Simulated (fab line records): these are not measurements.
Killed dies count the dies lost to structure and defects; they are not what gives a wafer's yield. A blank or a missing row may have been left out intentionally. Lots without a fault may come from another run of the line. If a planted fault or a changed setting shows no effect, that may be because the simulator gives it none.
Which tool is to blame? / flow nand-harc / 39 wafers from 13 lots sampled at 5 of the route's 1302 steps

WHAT THE GAUGES READ, wafer by wafer
NHARC_P_ZERO_WELL_CD_MEAS_11 targets a cd of 500 nm. Usual: cd-nm at 498 nm, with a standard deviation of 3.2.
lot=L647; measured=day 2 07:14; on=cd-sem-02; cd-nm (nm)=496 499 497; flag=
lot=L648; measured=day 2 17:14; on=cd-sem-03; cd-nm (nm)=498 499 501; flag=
lot=L649; measured=day 3 03:14; on=cd-sem-02; cd-nm (nm)=500 504 496; flag=
lot=L650; measured=day 3 13:18; on=cd-sem-01; cd-nm (nm)=494 498 494; flag=
lot=L651; measured=day 3 23:08; on=cd-sem-03; cd-nm (nm)=494 500 504; flag=
lot=L653; measured=day 4 19:17; on=cd-sem-03; cd-nm (nm)=502 501 498; flag=
lot=L655; measured=day 5 15:15; on=cd-sem-01; cd-nm (nm)=499 500 498; flag=
lot=L658; measured=day 6 21:14; on=cd-sem-01; cd-nm (nm)=501 499 498; flag=
lot=L659; measured=day 7 07:14; on=cd-sem-01; cd-nm (nm)=499 497 495; flag=
lot=L660; measured=day 7 17:15; on=cd-sem-02; cd-nm (nm)=490 495 498; flag=
lot=L661; measured=day 8 03:15; on=cd-sem-02; cd-nm (nm)=500 497 494; flag=
lot=L662; measured=day 8 13:15; on=cd-sem-03; cd-nm (nm)=498 494 495; flag=
lot=L669; measured=day 11 11:15; on=cd-sem-01; cd-nm (nm)=499 503 495; flag=

NHARC_P_ZERO_WELL_CD_MEAS_24 targets a cd of 720 nm. Usual: cd-nm at 718 nm, with a standard deviation of 3.2.
lot=L647; measured=day 2 08:35; on=cd-sem-02; cd-nm (nm)=717 718 719; flag=
lot=L648; measured=day 2 18:37; on=cd-sem-01; cd-nm (nm)=714 712 721; flag=
lot=L649; measured=day 3 05:21; on=cd-sem-01; cd-nm (nm)=721 720 717; flag=
lot=L650; measured=day 3 14:38; on=cd-sem-02; cd-nm (nm)=717 715 718; flag=
lot=L651; measured=day 4 00:41; on=cd-sem-01; cd-nm (nm)=716 714 717; flag=
lot=L653; measured=day 4 20:38; on=cd-sem-01; cd-nm (nm)=720 722 719; flag=
lot=L655; measured=day 5 16:35; on=cd-sem-02; cd-nm (nm)=718 718 723; flag=
lot=L658; measured=day 6 22:35; on=cd-sem-01; cd-nm (nm)=714 715 721; flag=
lot=L659; measured=day 7 08:35; on=cd-sem-02; cd-nm (nm)=717 719 719; flag=
lot=L660; measured=day 7 18:45; on=cd-sem-02; cd-nm (nm)=698 698 699; flag=OFF
lot=L661; measured=day 8 04:28; on=cd-sem-03; cd-nm (nm)=717 718 722; flag=
lot=L662; measured=day 8 14:37; on=cd-sem-02; cd-nm (nm)=719 721 721; flag=
lot=L669; measured=day 11 12:36; on=cd-sem-03; cd-nm (nm)=724 716 722; flag=

NHARC_P_STI_CD_MEAS_09 targets a cd of 200 nm. Usual: cd-nm at 199 nm, with a standard deviation of 3.1.
lot=L647; measured=day 3 06:49; on=cd-sem-01; cd-nm (nm)=198 196 200; flag=
lot=L648; measured=day 3 14:37; on=cd-sem-01; cd-nm (nm)=197 199 199; flag=
lot=L649; measured=day 4 01:02; on=cd-sem-03; cd-nm (nm)=200 201 204; flag=
lot=L650; measured=day 4 10:49; on=cd-sem-01; cd-nm (nm)=203 197 198; flag=
lot=L651; measured=day 4 22:28; on=cd-sem-03; cd-nm (nm)=196 198 199; flag=
lot=L653; measured=day 5 21:01; on=cd-sem-03; cd-nm (nm)=201 203 194; flag=
lot=L655; measured=day 6 13:28; on=cd-sem-03; cd-nm (nm)=191 198 197; flag=
lot=L658; measured=day 7 20:59; on=cd-sem-01; cd-nm (nm)=203 202 205; flag=
lot=L659; measured=day 8 04:51; on=cd-sem-03; cd-nm (nm)=196 198 201; flag=
lot=L660; measured=day 8 15:32; on=cd-sem-01; cd-nm (nm)=202 201 202; flag=
lot=L661; measured=day 9 02:15; on=cd-sem-02; cd-nm (nm)=193 198 201; flag=
lot=L662; measured=day 9 11:04; on=cd-sem-03; cd-nm (nm)=205 202 199; flag=
lot=L669; measured=day 12 08:52; on=cd-sem-03; cd-nm (nm)=198 200 198; flag=

NHARC_P_GATE_CD_MEAS_11 targets a cd of 1640 nm. Usual: cd-nm at 1640.1 nm, with a standard deviation of 2.
lot=L647; measured=day 4 14:50; on=cd-sem-02; cd-nm (nm)=1640.5 1638.2 1641.1; flag=
lot=L648; measured=day 5 04:46; on=cd-sem-02; cd-nm (nm)=1640.0 1640.8 1639.3; flag=
lot=L649; measured=day 5 16:05; on=cd-sem-02; cd-nm (nm)=1643.0 1641.1 1642.2; flag=
lot=L650; measured=day 6 02:35; on=cd-sem-03; cd-nm (nm)=1638.8 1636.2 1635.9; flag=
lot=L651; measured=day 6 10:40; on=cd-sem-03; cd-nm (nm)=1639.3 1643.0 1641.0; flag=
lot=L653; measured=day 7 13:01; on=cd-sem-02; cd-nm (nm)=1637.2 1639.8 1640.8; flag=
lot=L655; measured=day 8 02:20; on=cd-sem-02; cd-nm (nm)=1641.0 1639.0 1640.1; flag=
lot=L658; measured=day 9 11:51; on=cd-sem-03; cd-nm (nm)=1640.5 1640.6 1642.3; flag=
lot=L659; measured=day 9 17:07; on=cd-sem-01; cd-nm (nm)=1639.3 1638.0 1639.4; flag=
lot=L660; measured=day 10 13:55; on=cd-sem-01; cd-nm (nm)=1640.3 1638.9 1636.8; flag=
lot=L661; measured=day 10 14:05; on=cd-sem-02; cd-nm (nm)=1640.5 1639.1 1642.7; flag=
lot=L662; measured=day 11 06:37; on=cd-sem-02; cd-nm (nm)=1640.9 1642.5 1638.8; flag=
lot=L669; measured=day 13 21:14; on=cd-sem-03; cd-nm (nm)=1639.3 1641.5 1641.0; flag=

TOOL THAT RAN EACH LOT (tool first, then ch and the chambers of the sampled wafers, then the start)
lot=L647; NHARC_P_ZERO_WELL_EXPOSE_21=krf-scanner-03 ch 0, day 2 08:26
lot=L648; NHARC_P_ZERO_WELL_EXPOSE_21=krf-scanner-02 ch 0, day 2 18:28
lot=L649; NHARC_P_ZERO_WELL_EXPOSE_21=krf-scanner-04 ch 0, day 3 05:11
lot=L650; NHARC_P_ZERO_WELL_EXPOSE_21=krf-scanner-04 ch 0, day 3 14:28
lot=L651; NHARC_P_ZERO_WELL_EXPOSE_21=krf-scanner-03 ch 0, day 4 00:32
lot=L653; NHARC_P_ZERO_WELL_EXPOSE_21=krf-scanner-04 ch 0, day 4 20:29
lot=L655; NHARC_P_ZERO_WELL_EXPOSE_21=krf-scanner-03 ch 0, day 5 16:26
lot=L658; NHARC_P_ZERO_WELL_EXPOSE_21=krf-scanner-03 ch 0, day 6 22:26
lot=L659; NHARC_P_ZERO_WELL_EXPOSE_21=krf-scanner-04 ch 0, day 7 08:26
lot=L660; NHARC_P_ZERO_WELL_EXPOSE_21=krf-scanner-03 ch 0, day 7 18:36
lot=L661; NHARC_P_ZERO_WELL_EXPOSE_21=krf-scanner-03 ch 0, day 8 04:19
lot=L662; NHARC_P_ZERO_WELL_EXPOSE_21=krf-scanner-02 ch 0, day 8 14:27
lot=L669; NHARC_P_ZERO_WELL_EXPOSE_21=krf-scanner-03 ch 0, day 11 12:26
- NHARC_P_ZERO_WELL_EXPOSE_21: exposes mask P NWELL, target cd 720 nm.

WHAT THE TOOLS THEMSELVES READ (means of the sampled wafers that have a number; where no wafer has one, the mark that the record gives instead)
The record holds no such reading with a usual standard deviation.

THE ANSWER, worked out from the rows above alone
Rule: lot off if the mean of its wafers having a number is beyond 3 standard deviations from the usual mean. Also off: a lot with no number at a reading for which 4 or more lots have one. All remaining lots with rows at the step are treated as sound. The gauges are gone through in route order, then the tools' own readings, and for those a lot's mean is taken as printed above. The first step at which some lot is off is used, and at that step the reading that is off furthest; a lot without a number counts as furthest.
Off: L660 (NHARC_P_ZERO_WELL_CD_MEAS_24, cd-nm).
If a tool, at a process step before that reading, ran all the lots that are off and no sound lot after the first of them, it fits. The gauges at NHARC_P_ZERO_WELL_CD_MEAS_24 are tried like those tools. No candidate that was tried fits.

WHAT THE SIMULATOR PUT IN
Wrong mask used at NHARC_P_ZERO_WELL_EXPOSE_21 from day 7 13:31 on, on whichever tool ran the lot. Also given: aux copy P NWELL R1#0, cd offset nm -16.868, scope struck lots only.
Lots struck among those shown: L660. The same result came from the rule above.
